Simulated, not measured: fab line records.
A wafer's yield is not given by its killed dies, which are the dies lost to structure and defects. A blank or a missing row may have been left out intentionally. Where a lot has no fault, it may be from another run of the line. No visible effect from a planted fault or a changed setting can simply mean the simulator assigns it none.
Matching of chambers || flow nand-harc || ald-hk-03 running NHARC_A_STAIRCASE_ALD_420: 4 sister chambers
The step deposits SiO2, target thk 20 nm, pulse time 6 s, ald cycles 200. 4 wafers are shown with their chamber, then 11 later ones without.

== WAFERS PAIRED WITH THEIR CHAMBERS ==
{"wafer": "L079.5", "chamber": 2, "heater-power-w (W)": 530}
{"wafer": "L088.2", "chamber": 0, "heater-power-w (W)": 444}
{"wafer": "L088.6", "chamber": 1, "heater-power-w (W)": 458}
{"wafer": "L091.1", "chamber": 3, "heater-power-w (W)": 382}

== WAFERS WITH NO CHAMBER GIVEN ==
{"wafer": "L091.3", "heater-power-w (W)": 497}
{"wafer": "L091.6", "heater-power-w (W)": 446}
{"wafer": "L092.1", "heater-power-w (W)": 494}
{"wafer": "L092.3", "heater-power-w (W)": 448}
{"wafer": "L092.5", "heater-power-w (W)": 504}
{"wafer": "L094.3", "heater-power-w (W)": 501}
{"wafer": "L094.4", "heater-power-w (W)": 372}
{"wafer": "L094.6", "heater-power-w (W)": 380}
{"wafer": "L097.1", "heater-power-w (W)": 380}
{"wafer": "L097.2", "heater-power-w (W)": 456}
{"wafer": "L097.6", "heater-power-w (W)": 443}

== EACH ONE'S CHAMBER ==
{"wafer": "L091.3", "from the rows above": "can't be placed: 2 or 1 or 0", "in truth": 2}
{"wafer": "L091.6", "from the rows above": "can't be placed: 0 or 1", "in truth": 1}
{"wafer": "L092.1", "from the rows above": "can't be placed: 1 or 2 or 0", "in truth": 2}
{"wafer": "L092.3", "from the rows above": "can't be placed: 0 or 1", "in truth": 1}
{"wafer": "L092.5", "from the rows above": "can't be placed: 2 or 1 or 0", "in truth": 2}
{"wafer": "L094.3", "from the rows above": "can't be placed: 2 or 1 or 0", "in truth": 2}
{"wafer": "L094.4", "from the rows above": 3, "in truth": 3}
{"wafer": "L094.6", "from the rows above": 3, "in truth": 3}
{"wafer": "L097.1", "from the rows above": 3, "in truth": 3}
{"wafer": "L097.2", "from the rows above": "can't be placed: 1 or 0", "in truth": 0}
{"wafer": "L097.6", "from the rows above": "can't be placed: 0 or 1", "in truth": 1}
3 of 11 placed correctly. Not placeable from these rows: 8 (in 8, the candidates include the true chamber). Placed wrongly: 0.
How it was worked out, from the rows above alone: a wafer's distance from a chamber is the root of the sum, over the readings, of the square of ((its reading less the chamber's mean) divided by the reading's scatter). The wafer belongs to the nearest chamber; if the next one is less than 2 further off, it can't be placed. The mean given for a chamber averages the wafers shown for that chamber. The scatter (one wafer shown for each chamber): square how far every hidden wafer sits from the nearest shown wafer, average those squares and take the square root.
